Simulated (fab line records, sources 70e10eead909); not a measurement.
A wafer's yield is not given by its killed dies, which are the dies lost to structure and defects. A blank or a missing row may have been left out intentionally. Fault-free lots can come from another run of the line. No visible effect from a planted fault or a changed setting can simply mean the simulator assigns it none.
fab line records :: flow nand-harc
record
  lots=7
  wafers=21
  last-day=33
route steps=1302 shown A_ONON_D1@447 A_CHANNEL_HOLE_D1@450 END@1302
lots that met no fault: taken from a fault-free run of the same line
start-h: hours from the record's first day to the start of the lot's first wafer shown :: wait-h: hours from the lot's prior step to this one :: " repeats the value in the row above :: L1.1+2: several wafers, shown together as one row :: - no value, or no start given :: * or withheld: withheld :: < > ~ a bound
route shown NAME@n: names a module that has steps shown in the file, with the first one's number in the route :: usual: mean/standard deviation taken from wafers without a fault :: same: alike in all rows :: chamber/n: place in a boat :: sites: readings site by site :: _std_site: standard deviation across them :: _edge_site: the outer-site mean with the inner-site mean subtracted :: radius-mm: how far each site lies from the wafer's centre :: mask NAME#n: copy n :: behind: tool/chamber where the wafer was last shaped :: hold: why the lot was held/for how many hours/how that ended :: device: which transistor (n, p or np) failed to switch :: end of line: at the end of the route, the tests of the same wafers :: where a step has no rows: the recipe by itself :: killed: dies that structure and defects cost at the first sort, which is not the same as the wafer's yield :: map: a wafer's dies, x killed, . not, _ none there
set.NAME: setting as actually run; set.NAME@STEP: the setting as run at that earlier step :: model.NAME: the simulator's own value behind a step, which no gauge read
lots at some steps of the route; a table a step, a row a wafer
services: from which hour (start-h, from the record's first day; less than 0 if before it) a tool's chamber was out of use, for how many hours, and why
## steps
# step NHARC_A_ONON_D1_THK_MEAS_34
# recipe
  thk-meas-gauge=ellipsometry
# usual
  thk-nm=201.0/2.7
lot.wafer: L782.2
tool: film-metro-02
chamber: -
start-h: 198.61
wait-h: -
thk-nm: 198.8

lot.wafer: L782.4
tool: film-metro-02
chamber: -
start-h: 198.61
wait-h: -
thk-nm: 202.3

lot.wafer: L782.6
tool: film-metro-02
chamber: -
start-h: 198.61
wait-h: -
thk-nm: 203.4

lot.wafer: L787.1
tool: film-metro-02
chamber: -
start-h: 240.26
wait-h: -
thk-nm: 198.9

lot.wafer: L787.4
tool: film-metro-02
chamber: -
start-h: 240.26
wait-h: -
thk-nm: 202.3

lot.wafer: L787.6
tool: film-metro-02
chamber: -
start-h: 240.26
wait-h: -
thk-nm: 203.9

lot.wafer: L793.4
tool: film-metro-01
chamber: -
start-h: 305.25
wait-h: -
thk-nm: 202.6

lot.wafer: L793.5
tool: film-metro-01
chamber: -
start-h: 305.25
wait-h: -
thk-nm: 205.2

lot.wafer: L793.6
tool: film-metro-01
chamber: -
start-h: 305.25
wait-h: -
thk-nm: 204.9

lot.wafer: L795.1
tool: film-metro-01
chamber: -
start-h: 327.43
wait-h: -
thk-nm: 200.5

lot.wafer: L795.3
tool: film-metro-01
chamber: -
start-h: 327.43
wait-h: -
thk-nm: 201.5

lot.wafer: L795.6
tool: film-metro-01
chamber: -
start-h: 327.43
wait-h: -
thk-nm: 201.2

lot.wafer: L794.4
tool: film-metro-02
chamber: -
start-h: 327.53
wait-h: -
thk-nm: 202.3

lot.wafer: L794.5
tool: film-metro-02
chamber: -
start-h: 327.53
wait-h: -
thk-nm: 203.7

lot.wafer: L794.6
tool: film-metro-02
chamber: -
start-h: 327.53
wait-h: -
thk-nm: 200.3

lot.wafer: L801.1
tool: film-metro-01
chamber: -
start-h: 377.02
wait-h: -
thk-nm: 197.7

lot.wafer: L801.2
tool: film-metro-01
chamber: -
start-h: 377.02
wait-h: -
thk-nm: 194.9

lot.wafer: L801.6
tool: film-metro-01
chamber: -
start-h: 377.02
wait-h: -
thk-nm: 200.5

lot.wafer: L803.4
tool: film-metro-01
chamber: -
start-h: 402.15
wait-h: 0.3
thk-nm: 200.3

lot.wafer: L803.5
tool: film-metro-01
chamber: -
start-h: 402.15
wait-h: 0.3
thk-nm: 199.9

lot.wafer: L803.6
tool: film-metro-01
chamber: -
start-h: 402.15
wait-h: 0.3
thk-nm: 201.4
# step NHARC_A_ONON_D1_INSPECT_32
# usual
  raw-defect-count=70/25
lot.wafer: L782.2
tool: defect-inspect-02
chamber: -
start-h: 198.69
wait-h: 0.0
raw-defect-count: 72

lot.wafer: L782.4
tool: defect-inspect-02
chamber: -
start-h: 198.69
wait-h: 0.0
raw-defect-count: 47

lot.wafer: L782.6
tool: defect-inspect-02
chamber: -
start-h: 198.69
wait-h: 0.0
raw-defect-count: 74

lot.wafer: L787.1
tool: defect-inspect-02
chamber: -
start-h: 240.34
wait-h: 0.0
raw-defect-count: 38

lot.wafer: L787.4
tool: defect-inspect-02
chamber: -
start-h: 240.34
wait-h: 0.0
raw-defect-count: 49

lot.wafer: L787.6
tool: defect-inspect-02
chamber: -
start-h: 240.34
wait-h: 0.0
raw-defect-count: 83

lot.wafer: L793.4
tool: defect-inspect-01
chamber: -
start-h: 305.34
wait-h: 0.0
raw-defect-count: 65

lot.wafer: L793.5
tool: defect-inspect-01
chamber: -
start-h: 305.34
wait-h: 0.0
raw-defect-count: 87

lot.wafer: L793.6
tool: defect-inspect-01
chamber: -
start-h: 305.34
wait-h: 0.0
raw-defect-count: 68

lot.wafer: L795.1
tool: defect-inspect-02
chamber: -
start-h: 327.52
wait-h: 0.0
raw-defect-count: 60

lot.wafer: L795.3
tool: defect-inspect-02
chamber: -
start-h: 327.52
wait-h: 0.0
raw-defect-count: 78

lot.wafer: L795.6
tool: defect-inspect-02
chamber: -
start-h: 327.52
wait-h: 0.0
raw-defect-count: 109

lot.wafer: L794.4
tool: defect-inspect-01
chamber: -
start-h: 327.62
wait-h: 0.0
raw-defect-count: 87

lot.wafer: L794.5
tool: defect-inspect-01
chamber: -
start-h: 327.62
wait-h: 0.0
raw-defect-count: 71

lot.wafer: L794.6
tool: defect-inspect-01
chamber: -
start-h: 327.62
wait-h: 0.0
raw-defect-count: 86

lot.wafer: L801.1
tool: defect-inspect-02
chamber: -
start-h: 377.08
wait-h: 0.0
raw-defect-count: 78

lot.wafer: L801.2
tool: defect-inspect-02
chamber: -
start-h: 377.08
wait-h: 0.0
raw-defect-count: 106

lot.wafer: L801.6
tool: defect-inspect-02
chamber: -
start-h: 377.08
wait-h: 0.0
raw-defect-count: 48

lot.wafer: L803.4
tool: defect-inspect-02
chamber: -
start-h: 402.24
wait-h: 0.0
raw-defect-count: 50

lot.wafer: L803.5
tool: defect-inspect-02
chamber: -
start-h: 402.24
wait-h: 0.0
raw-defect-count: 29

lot.wafer: L803.6
tool: defect-inspect-02
chamber: -
start-h: 402.24
wait-h: 0.0
raw-defect-count: 52
# step NHARC_A_CHANNEL_HOLE_D1_DEP_00
# recipe
  target-thk-a=31000
  temp-c=400
  material=aC
# usual
  throttle-valve-pct=35.001/0.01
lot.wafer: L782.2
tool: acl-dep-01
chamber: 0
start-h: 204.93
wait-h: 6.2
throttle-valve-pct: 35.011

lot.wafer: L782.4
tool: acl-dep-01
chamber: 0
start-h: 204.93
wait-h: 6.2
throttle-valve-pct: 35.007

lot.wafer: L782.6
tool: acl-dep-01
chamber: 0
start-h: 204.93
wait-h: 6.2
throttle-valve-pct: 34.981

lot.wafer: L787.1
tool: acl-dep-03
chamber: 0
start-h: 241.43
wait-h: 1.1
throttle-valve-pct: 35.002

lot.wafer: L787.4
tool: acl-dep-03
chamber: 0
start-h: 241.43
wait-h: 1.1
throttle-valve-pct: 35.004

lot.wafer: L787.6
tool: acl-dep-03
chamber: 0
start-h: 241.43
wait-h: 1.1
throttle-valve-pct: 35.009

lot.wafer: L793.4
tool: acl-dep-02
chamber: 0
start-h: 308.27
wait-h: 2.9
throttle-valve-pct: 34.982

lot.wafer: L793.5
tool: acl-dep-02
chamber: 0
start-h: 308.27
wait-h: 2.9
throttle-valve-pct: 35.003

lot.wafer: L793.6
tool: acl-dep-02
chamber: 0
start-h: 308.27
wait-h: 2.9
throttle-valve-pct: 35.006

lot.wafer: L795.1
tool: acl-dep-01
chamber: 0
start-h: 328.18
wait-h: 0.7
throttle-valve-pct: 35.009

lot.wafer: L795.3
tool: acl-dep-01
chamber: 0
start-h: 328.18
wait-h: 0.7
throttle-valve-pct: 35.009

lot.wafer: L795.6
tool: acl-dep-01
chamber: 0
start-h: 328.18
wait-h: 0.7
throttle-valve-pct: 35.009

lot.wafer: L794.4
tool: acl-dep-01
chamber: 0
start-h: 331.03
wait-h: 3.4
throttle-valve-pct: 35.000

lot.wafer: L794.5
tool: acl-dep-01
chamber: 0
start-h: 331.03
wait-h: 3.4
throttle-valve-pct: 34.992

lot.wafer: L794.6
tool: acl-dep-01
chamber: 0
start-h: 331.03
wait-h: 3.4
throttle-valve-pct: 34.992

lot.wafer: L801.1
tool: acl-dep-02
chamber: 0
start-h: 380.07
wait-h: 3.0
throttle-valve-pct: 34.991

lot.wafer: L801.2
tool: acl-dep-02
chamber: 0
start-h: 380.07
wait-h: 3.0
throttle-valve-pct: 34.998

lot.wafer: L801.6
tool: acl-dep-02
chamber: 0
start-h: 381.65
wait-h: 4.6
throttle-valve-pct: 34.982

lot.wafer: L803.4
tool: acl-dep-01
chamber: 0
start-h: 404.65
wait-h: 2.4
throttle-valve-pct: 34.987

lot.wafer: L803.5
tool: acl-dep-01
chamber: 0
start-h: 404.65
wait-h: 2.4
throttle-valve-pct: 34.987

lot.wafer: L803.6
tool: acl-dep-01
chamber: 0
start-h: 404.65
wait-h: 2.4
throttle-valve-pct: 35.002
# step NHARC_A_CHANNEL_HOLE_D1_DEP_01
# recipe
  target-thk-a=1400
  target-thk-nm=140
  temp-c=400
  pressure-torr=3.5
  flow-sccm=200
  rf-w=350
  material=SiON
# usual
  heater-power-w=765/70
lot.wafer: L782.2
tool: pecvd-04
chamber: 1
start-h: 206.54
wait-h: 1.3
heater-power-w: 710

lot.wafer: L782.6
tool: pecvd-04
chamber: 2
start-h: 206.54
wait-h: 1.3
heater-power-w: 817

lot.wafer: L782.4
tool: pecvd-04
chamber: 0
start-h: 206.54
wait-h: 1.3
heater-power-w: 666

lot.wafer: L787.1
tool: pecvd-03
chamber: 0
start-h: 243.40
wait-h: 1.7
heater-power-w: 856

lot.wafer: L787.6
tool: pecvd-03
chamber: 2
start-h: 243.40
wait-h: 1.7
heater-power-w: 737

lot.wafer: L787.4
tool: pecvd-03
chamber: 0
start-h: 243.40
wait-h: 1.7
heater-power-w: 848

lot.wafer: L793.5
tool: pecvd-03
chamber: 0
start-h: 309.49
wait-h: 0.6
heater-power-w: 829

lot.wafer: L793.6
tool: pecvd-03
chamber: 1
start-h: 309.49
wait-h: 0.6
heater-power-w: 796

lot.wafer: L793.4
tool: pecvd-03
chamber: 2
start-h: 309.49
wait-h: 0.6
heater-power-w: 851

lot.wafer: L795.3
tool: pecvd-03
chamber: 2
start-h: 330.10
wait-h: 1.0
heater-power-w: 841

lot.wafer: L795.1
tool: pecvd-03
chamber: 0
start-h: 330.10
wait-h: 1.0
heater-power-w: 812

lot.wafer: L795.6
tool: pecvd-03
chamber: 0
start-h: 330.10
wait-h: 1.0
heater-power-w: 811

lot.wafer: L794.5
tool: pecvd-02
chamber: 1
start-h: 332.09
wait-h: 0.4
heater-power-w: 673

lot.wafer: L794.6
tool: pecvd-02
chamber: 2
start-h: 332.09
wait-h: 0.4
heater-power-w: 739

lot.wafer: L794.4
tool: pecvd-02
chamber: 0
start-h: 332.09
wait-h: 0.4
heater-power-w: 640

lot.wafer: L801.1
tool: pecvd-03
chamber: 1
start-h: 381.98
wait-h: 1.6
heater-power-w: 877

lot.wafer: L801.2
tool: pecvd-03
chamber: 2
start-h: 381.98
wait-h: 1.6
heater-power-w: 708

lot.wafer: L801.6
tool: pecvd-03
chamber: 1
start-h: 381.98
wait-h: 1.6
heater-power-w: 895

lot.wafer: L803.4
tool: pecvd-04
chamber: 1
start-h: 405.88
wait-h: 0.9
heater-power-w: 720

lot.wafer: L803.5
tool: pecvd-04
chamber: 1
start-h: 405.88
wait-h: 0.9
heater-power-w: 750

lot.wafer: L803.6
tool: pecvd-04
chamber: 1
start-h: 405.88
wait-h: 0.9
heater-power-w: 726
# step NHARC_A_CHANNEL_HOLE_D1_DEHYDRATE_02
# recipe
  temp-c=150
  time-s=120
# step NHARC_A_CHANNEL_HOLE_D1_HMDS_03
# recipe
  time-s=30
# step NHARC_A_CHANNEL_HOLE_D1_COAT_36
# recipe
  temp-c=260
  time-s=75
# step NHARC_A_CHANNEL_HOLE_D1_COAT_37
# recipe
  temp-c=225
  time-s=65
# step NHARC_A_CHANNEL_HOLE_D1_COAT_04
# recipe
  spin-rpm=1500
  resist-thk-nm=90
# step NHARC_A_CHANNEL_HOLE_D1_SOFTBAKE_05
# recipe
  temp-c=105
  time-s=55
# step NHARC_A_CHANNEL_HOLE_D1_EBR_06
# step NHARC_A_CHANNEL_HOLE_D1_EXPOSE_07
# recipe
  na=1.35
  target-cd-nm=100
  sigma-outer=0.3
  dose-mj=59.65
  mask-id=HOLE_D1
lot.wafer: L782.2+4+6
tool: arfi-scanner-03
chamber: 0
start-h: 207.12
wait-h: -
mask: HOLE_D1#0
model.A_CHANNEL_HOLE_D1.overlay-x-nm: 0.2424

lot.wafer: L787.1+4+6
tool: arfi-scanner-01
chamber: 0
start-h: 243.80
wait-h: -
mask: HOLE_D1#0
model.A_CHANNEL_HOLE_D1.overlay-x-nm: 0.08934

lot.wafer: L793.4+5+6
tool: arfi-scanner-03
chamber: 0
start-h: 310.00
wait-h: -
mask: HOLE_D1#0
model.A_CHANNEL_HOLE_D1.overlay-x-nm: 21.51

lot.wafer: L795.1+3+6
tool: arfi-scanner-03
chamber: 0
start-h: 330.55
wait-h: -
mask: HOLE_D1#0
model.A_CHANNEL_HOLE_D1.overlay-x-nm: 20.62

lot.wafer: L794.4+5+6
tool: arfi-scanner-03
chamber: 0
start-h: 332.47
wait-h: -
mask: HOLE_D1#0
model.A_CHANNEL_HOLE_D1.overlay-x-nm: 22.95

lot.wafer: L801.1+2+6
tool: arfi-scanner-01
chamber: 0
start-h: 382.47
wait-h: -
mask: HOLE_D1#0
model.A_CHANNEL_HOLE_D1.overlay-x-nm: 0.3039

lot.wafer: L803.4+5+6
tool: arfi-scanner-01
chamber: 0
start-h: 406.57
wait-h: -
mask: HOLE_D1#0
model.A_CHANNEL_HOLE_D1.overlay-x-nm: -0.4276
# step NHARC_A_CHANNEL_HOLE_D1_PEB_08
# recipe
  peb-temp-c=100
  peb-time-s=65
# step NHARC_A_CHANNEL_HOLE_D1_DEVELOP_09
# recipe
  develop-time-s=35
  dev-temp-c=23
# step NHARC_A_CHANNEL_HOLE_D1_CD_MEAS_10
# recipe
  target-cd-nm=100
  landing-energy-ev=500
# usual
  cd-nm=100.0/0.49
lot.wafer: L782.2
tool: cd-sem-02
chamber: 0
start-h: 207.26
wait-h: -
cd-nm: 100.1

lot.wafer: L782.4
tool: cd-sem-02
chamber: 0
start-h: 207.26
wait-h: -
cd-nm: 99.9

lot.wafer: L782.6
tool: cd-sem-02
chamber: 0
start-h: 207.26
wait-h: -
cd-nm: 99.4

lot.wafer: L787.1
tool: cd-sem-02
chamber: 0
start-h: 243.95
wait-h: -
cd-nm: 99.7

lot.wafer: L787.4
tool: cd-sem-02
chamber: 0
start-h: 243.95
wait-h: -
cd-nm: 99.6

lot.wafer: L787.6
tool: cd-sem-02
chamber: 0
start-h: 243.95
wait-h: -
cd-nm: 100.3

lot.wafer: L793.4
tool: cd-sem-01
chamber: 0
start-h: 310.13
wait-h: -
cd-nm: 100.6

lot.wafer: L793.5
tool: cd-sem-01
chamber: 0
start-h: 310.13
wait-h: -
cd-nm: 100.1

lot.wafer: L793.6
tool: cd-sem-01
chamber: 0
start-h: 310.13
wait-h: -
cd-nm: 100.8

lot.wafer: L795.1
tool: cd-sem-03
chamber: 0
start-h: 330.69
wait-h: -
cd-nm: 99.9

lot.wafer: L795.3
tool: cd-sem-03
chamber: 0
start-h: 330.69
wait-h: -
cd-nm: 99.6

lot.wafer: L795.6
tool: cd-sem-03
chamber: 0
start-h: 330.69
wait-h: -
cd-nm: 99.9

lot.wafer: L794.4
tool: cd-sem-01
chamber: 0
start-h: 332.61
wait-h: -
cd-nm: 99.9

lot.wafer: L794.5
tool: cd-sem-01
chamber: 0
start-h: 332.61
wait-h: -
cd-nm: 99.6

lot.wafer: L794.6
tool: cd-sem-01
chamber: 0
start-h: 332.61
wait-h: -
cd-nm: 100.0

lot.wafer: L801.1
tool: cd-sem-03
chamber: 0
start-h: 382.60
wait-h: -
cd-nm: 100.1

lot.wafer: L801.2
tool: cd-sem-03
chamber: 0
start-h: 382.60
wait-h: -
cd-nm: 99.4

lot.wafer: L801.6
tool: cd-sem-03
chamber: 0
start-h: 382.60
wait-h: -
cd-nm: 99.8

lot.wafer: L803.4
tool: cd-sem-02
chamber: 0
start-h: 406.70
wait-h: -
cd-nm: 101.2

lot.wafer: L803.5
tool: cd-sem-02
chamber: 0
start-h: 406.70
wait-h: -
cd-nm: 100.6

lot.wafer: L803.6
tool: cd-sem-02
chamber: 0
start-h: 406.70
wait-h: -
cd-nm: 100.9
# step NHARC_A_CHANNEL_HOLE_D1_OVL_MEAS_11
# usual
  overlay-x-nm=-0.3/0.83
  overlay-y-nm=-0.2/0.8
lot.wafer: L782.2
tool: overlay-02
chamber: -
start-h: 207.35
wait-h: -
hold: -
overlay-x-nm: -0.4
overlay-y-nm: -0.7

lot.wafer: L782.4
tool: overlay-02
chamber: -
start-h: 207.35
wait-h: -
hold: -
overlay-x-nm: 0.2
overlay-y-nm: -1.0

lot.wafer: L782.6
tool: overlay-02
chamber: -
start-h: 207.35
wait-h: -
hold: -
overlay-x-nm: 0.3
overlay-y-nm: -0.8

lot.wafer: L787.1
tool: overlay-01
chamber: -
start-h: 244.03
wait-h: -
hold: -
overlay-x-nm: 0.1
overlay-y-nm: -0.3

lot.wafer: L787.4
tool: overlay-01
chamber: -
start-h: 244.03
wait-h: -
hold: -
overlay-x-nm: 0.0
overlay-y-nm: -0.8

lot.wafer: L787.6
tool: overlay-01
chamber: -
start-h: 244.03
wait-h: -
hold: -
overlay-x-nm: -0.3
overlay-y-nm: -0.9

lot.wafer: L793.4
tool: overlay-01
chamber: -
start-h: 310.22
wait-h: -
hold: await-dispo/0.2h/release
overlay-x-nm: 21.1
overlay-y-nm: -0.8

lot.wafer: L793.5
tool: overlay-01
chamber: -
start-h: 310.22
wait-h: -
hold: await-dispo/0.2h/release
overlay-x-nm: 21.6
overlay-y-nm: -0.6

lot.wafer: L793.6
tool: overlay-01
chamber: -
start-h: 310.22
wait-h: -
hold: await-dispo/0.2h/release
overlay-x-nm: 21.9
overlay-y-nm: -0.4

lot.wafer: L793.4
tool: overlay-01
chamber: -
start-h: 310.39
wait-h: 0.2
hold: -
overlay-x-nm: 22.2
overlay-y-nm: -0.2

lot.wafer: L793.5
tool: overlay-01
chamber: -
start-h: 310.39
wait-h: 0.2
hold: -
overlay-x-nm: 21.2
overlay-y-nm: -0.4

lot.wafer: L793.6
tool: overlay-01
chamber: -
start-h: 310.39
wait-h: 0.2
hold: -
overlay-x-nm: 21.5
overlay-y-nm: -0.2

lot.wafer: L795.1
tool: overlay-01
chamber: -
start-h: 330.78
wait-h: -
hold: await-dispo/0.2h/release
overlay-x-nm: 20.4
overlay-y-nm: 0.2

lot.wafer: L795.3
tool: overlay-01
chamber: -
start-h: 330.78
wait-h: -
hold: await-dispo/0.2h/release
overlay-x-nm: 20.9
overlay-y-nm: 0.5

lot.wafer: L795.6
tool: overlay-01
chamber: -
start-h: 330.78
wait-h: -
hold: await-dispo/0.2h/release
overlay-x-nm: 20.5
overlay-y-nm: 0.0

lot.wafer: L795.1
tool: overlay-01
chamber: -
start-h: 330.95
wait-h: 0.2
hold: -
overlay-x-nm: 20.4
overlay-y-nm: 0.1

lot.wafer: L795.3
tool: overlay-01
chamber: -
start-h: 330.95
wait-h: 0.2
hold: -
overlay-x-nm: 20.8
overlay-y-nm: -0.2

lot.wafer: L795.6
tool: overlay-01
chamber: -
start-h: 330.95
wait-h: 0.2
hold: -
overlay-x-nm: 20.0
overlay-y-nm: 0.3

lot.wafer: L794.4
tool: overlay-01
chamber: -
start-h: 332.70
wait-h: -
hold: await-dispo/0.2h/release
overlay-x-nm: 22.6
overlay-y-nm: 0.3

lot.wafer: L794.5
tool: overlay-01
chamber: -
start-h: 332.70
wait-h: -
hold: await-dispo/0.2h/release
overlay-x-nm: 22.5
overlay-y-nm: 0.4

lot.wafer: L794.6
tool: overlay-01
chamber: -
start-h: 332.70
wait-h: -
hold: await-dispo/0.2h/release
overlay-x-nm: 23.5
overlay-y-nm: 0.2

lot.wafer: L794.4
tool: overlay-01
chamber: -
start-h: 332.87
wait-h: 0.2
hold: -
overlay-x-nm: 23.0
overlay-y-nm: 0.5

lot.wafer: L794.5
tool: overlay-01
chamber: -
start-h: 332.87
wait-h: 0.2
hold: -
overlay-x-nm: 22.5
overlay-y-nm: 0.8

lot.wafer: L794.6
tool: overlay-01
chamber: -
start-h: 332.87
wait-h: 0.2
hold: -
overlay-x-nm: 23.5
overlay-y-nm: -0.2

lot.wafer: L801.1
tool: overlay-01
chamber: -
start-h: 382.69
wait-h: -
hold: -
overlay-x-nm: -0.2
overlay-y-nm: -0.7

lot.wafer: L801.2
tool: overlay-01
chamber: -
start-h: 382.69
wait-h: -
hold: -
overlay-x-nm: 0.3
overlay-y-nm: 0.0

lot.wafer: L801.6
tool: overlay-01
chamber: -
start-h: 382.69
wait-h: -
hold: -
overlay-x-nm: 0.8
overlay-y-nm: -0.4

lot.wafer: L803.4
tool: overlay-01
chamber: -
start-h: 406.78
wait-h: -
hold: -
overlay-x-nm: -0.5
overlay-y-nm: -0.5

lot.wafer: L803.5
tool: overlay-01
chamber: -
start-h: 406.78
wait-h: -
hold: -
overlay-x-nm: -0.7
overlay-y-nm: -0.8

lot.wafer: L803.6
tool: overlay-01
chamber: -
start-h: 406.78
wait-h: -
hold: -
overlay-x-nm: -0.4
overlay-y-nm: -1.2
# step NHARC_A_CHANNEL_HOLE_D1_INSPECT_12
# usual
  raw-defect-count=5.3/2.6
lot.wafer: L782.2
tool: defect-inspect-02
chamber: -
start-h: 207.38
wait-h: 0.0
hold: -
raw-defect-count: 5

lot.wafer: L782.4
tool: defect-inspect-02
chamber: -
start-h: 207.38
wait-h: 0.0
hold: -
raw-defect-count: 4

lot.wafer: L782.6
tool: defect-inspect-02
chamber: -
start-h: 207.38
wait-h: 0.0
hold: -
raw-defect-count: 3

lot.wafer: L787.1
tool: defect-inspect-02
chamber: -
start-h: 244.09
wait-h: 0.1
hold: -
raw-defect-count: 4

lot.wafer: L787.4
tool: defect-inspect-02
chamber: -
start-h: 244.09
wait-h: 0.1
hold: -
raw-defect-count: 3

lot.wafer: L787.6
tool: defect-inspect-02
chamber: -
start-h: 244.09
wait-h: 0.1
hold: -
raw-defect-count: 4

lot.wafer: L793.4
tool: defect-inspect-02
chamber: -
start-h: 314.27
wait-h: 3.9
hold: await-dispo/3.8h/release
raw-defect-count: 5

lot.wafer: L793.5
tool: defect-inspect-02
chamber: -
start-h: 314.27
wait-h: 3.9
hold: await-dispo/3.8h/release
raw-defect-count: 5

lot.wafer: L793.6
tool: defect-inspect-02
chamber: -
start-h: 314.27
wait-h: 3.9
hold: await-dispo/3.8h/release
raw-defect-count: 4

lot.wafer: L795.1
tool: defect-inspect-01
chamber: -
start-h: 334.35
wait-h: 3.4
hold: await-dispo/3.4h/release
raw-defect-count: 2

lot.wafer: L795.3
tool: defect-inspect-01
chamber: -
start-h: 334.35
wait-h: 3.4
hold: await-dispo/3.4h/release
raw-defect-count: 1

lot.wafer: L795.6
tool: defect-inspect-01
chamber: -
start-h: 334.35
wait-h: 3.4
hold: await-dispo/3.4h/release
raw-defect-count: 8

lot.wafer: L794.4
tool: defect-inspect-02
chamber: -
start-h: 336.32
wait-h: 3.4
hold: await-dispo/3.4h/release
raw-defect-count: 6

lot.wafer: L794.5
tool: defect-inspect-02
chamber: -
start-h: 336.32
wait-h: 3.4
hold: await-dispo/3.4h/release
raw-defect-count: 8

lot.wafer: L794.6
tool: defect-inspect-02
chamber: -
start-h: 336.32
wait-h: 3.4
hold: await-dispo/3.4h/release
raw-defect-count: 5

lot.wafer: L801.1
tool: defect-inspect-02
chamber: -
start-h: 382.73
wait-h: 0.0
hold: -
raw-defect-count: 7

lot.wafer: L801.2
tool: defect-inspect-02
chamber: -
start-h: 382.73
wait-h: 0.0
hold: -
raw-defect-count: 8

lot.wafer: L801.6
tool: defect-inspect-02
chamber: -
start-h: 382.73
wait-h: 0.0
hold: -
raw-defect-count: 4

lot.wafer: L803.4
tool: defect-inspect-02
chamber: -
start-h: 406.82
wait-h: 0.0
hold: -
raw-defect-count: 5

lot.wafer: L803.5
tool: defect-inspect-02
chamber: -
start-h: 406.82
wait-h: 0.0
hold: -
raw-defect-count: 5

lot.wafer: L803.6
tool: defect-inspect-02
chamber: -
start-h: 406.82
wait-h: 0.0
hold: -
raw-defect-count: 7
# step NHARC_END_SORT_01
# recipe
  temp-c=25
# usual
  killed-at-array=57/18
  killed-at-other=0.9/1.3
  killed-at-periphery=3.5/2.2
  killed-dies=62/18
  killed-open=3.0/1.7
  killed-short=2.3/1.5
# same
  gross-dies=677
lot.wafer: L793.4
tool: prober-01
chamber: 0
start-h: 694.96
wait-h: 3.4
killed-at-array: 46
killed-at-other: 1
killed-at-periphery: 6
killed-dies: 53
killed-open: 2
killed-short: 6

lot.wafer: L793.5
tool: prober-01
chamber: 0
start-h: 695.75
wait-h: 3.7
killed-at-array: 50
killed-at-other: 1
killed-at-periphery: 5
killed-dies: 56
killed-open: 5
killed-short: 0

lot.wafer: L793.6
tool: prober-01
chamber: 0
start-h: 696.55
wait-h: 4.0
killed-at-array: 52
killed-at-other: 0
killed-at-periphery: 2
killed-dies: 54
killed-open: 5
killed-short: 0
# killed by level:class
L793.4 A_SLIT:chamber-film-flake=31 A_CHANNEL_HOLE_D1:chamber-film-flake=7 P_STI:chamber-film-flake=2 P_CONTACT:geometric-particle:short=1 P_M1:geometric-particle:short=1 P_M1:geometric-particle:open=1 A_ONON_D1:geometric-particle:open=1 A_ONON_D1:geometric-particle:short=1
L793.5 A_SLIT:chamber-film-flake=32 A_CHANNEL_HOLE_D1:chamber-film-flake=6 P_ZERO_WELL:chamber-film-flake=4 A_STAIRCASE:chamber-film-flake=3 A_M1:chamber-film-flake=2 P_M0:geometric-particle:open=1 A_ONON_D1:geometric-particle:open=1 A_CHANNEL_FILL_D1:geometric-particle:open=1
L793.6 A_SLIT:chamber-film-flake=35 A_CHANNEL_HOLE_D1:chamber-film-flake=6 A_DECK1_JOINT:chamber-film-flake=3 A_DECK1_JOINT:geometric-particle:open=2 A_ONON_D1:geometric-particle:open=1 A_CHANNEL_HOLE_D2:geometric-particle:open=1 A_SGD_CUT:geometric-particle:open=1 P_ZERO_WELL:chamber-film-flake=1
## services
tool: pecvd-03
chamber: -
start-h: 185.08
hours: 13.0
kind: pm

tool: pecvd-03
chamber: 0
start-h: 185.08
hours: 13.0
kind: vent-cycle

tool: pecvd-03
chamber: 1
start-h: 185.08
hours: 13.0
kind: vent-cycle

tool: acl-dep-01
chamber: -
start-h: 189.77
hours: 13.0
kind: pm

tool: arfi-scanner-03
chamber: -
start-h: 196.00
hours: 4.0
kind: pm

tool: arfi-scanner-01
chamber: -
start-h: 206.48
hours: 0.3
kind: repair

tool: pecvd-03
chamber: -
start-h: 215.17
hours: 0.6
kind: repair

tool: pecvd-02
chamber: -
start-h: 227.00
hours: 13.0
kind: pm

tool: arfi-scanner-01
chamber: -
start-h: 230.54
hours: 1.7
kind: repair

tool: pecvd-03
chamber: 2
start-h: 230.81
hours: 5.9
kind: repair

tool: acl-dep-02
chamber: -
start-h: 247.63
hours: 13.0
kind: pm

tool: arfi-scanner-01
chamber: -
start-h: 252.00
hours: 4.0
kind: pm

tool: pecvd-04
chamber: -
start-h: 269.06
hours: 13.0
kind: pm

tool: arfi-scanner-01
chamber: -
start-h: 272.05
hours: 0.4
kind: repair

tool: pecvd-02
chamber: 1
start-h: 293.06
hours: 29.3
kind: repair

tool: pecvd-03
chamber: 1
start-h: 293.31
hours: 4.6
kind: repair

tool: acl-dep-03
chamber: -
start-h: 298.84
hours: 13.0
kind: pm

tool: acl-dep-02
chamber: -
start-h: 349.21
hours: 1.3
kind: repair

tool: pecvd-04
chamber: -
start-h: 350.65
hours: 0.4
kind: repair

tool: pecvd-03
chamber: -
start-h: 366.08
hours: 13.0
kind: pm

tool: arfi-scanner-03
chamber: -
start-h: 368.00
hours: 4.0
kind: pm

tool: acl-dep-01
chamber: -
start-h: 372.66
hours: 13.0
kind: pm

tool: pecvd-02
chamber: 2
start-h: 399.58
hours: 5.7
kind: repair

tool: pecvd-04
chamber: 0
start-h: 404.40
hours: 9.7
kind: repair
## key
first-sign
  step=NHARC_A_CHANNEL_HOLE_D1_OVL_MEAS_11
  reading=visit
  direction=added
effect
  step=NHARC_A_CHANNEL_HOLE_D1_OVL_MEAS_11
  reading=overlay-x-nm
  direction=up
  sigmas=26
  usual=-0.3
  struck=21.7
model-effect
  step=NHARC_A_CHANNEL_HOLE_D1_EXPOSE_07
  value=A_CHANNEL_HOLE_D1.overlay-x-nm
  without=0.1387
  struck=21.69
met-at NHARC_A_CHANNEL_HOLE_D1_EXPOSE_07
struck-wafers L793.4,L793.5,L793.6,L794.4,L794.5,L794.6,L795.1,L795.3,L795.6
tester-left-out L793,L794,L795
onset-between 207.12 310.00
fault
  kind=scanner-matching-overlay
  tool=arfi-scanner-03
  chamber=-
  onset-h=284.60
  steps=NHARC_A_CHANNEL_HOLE_D1_EXPOSE_07
  offset=21.554
# tester-left-out: of these lots the tester's yield and bins aren't shown, on N5 and GAA mostly nor the transistor test; their killed dies are dies lost to structure and defects alone, not to doping, threshold or leakage, so they don't give the yield
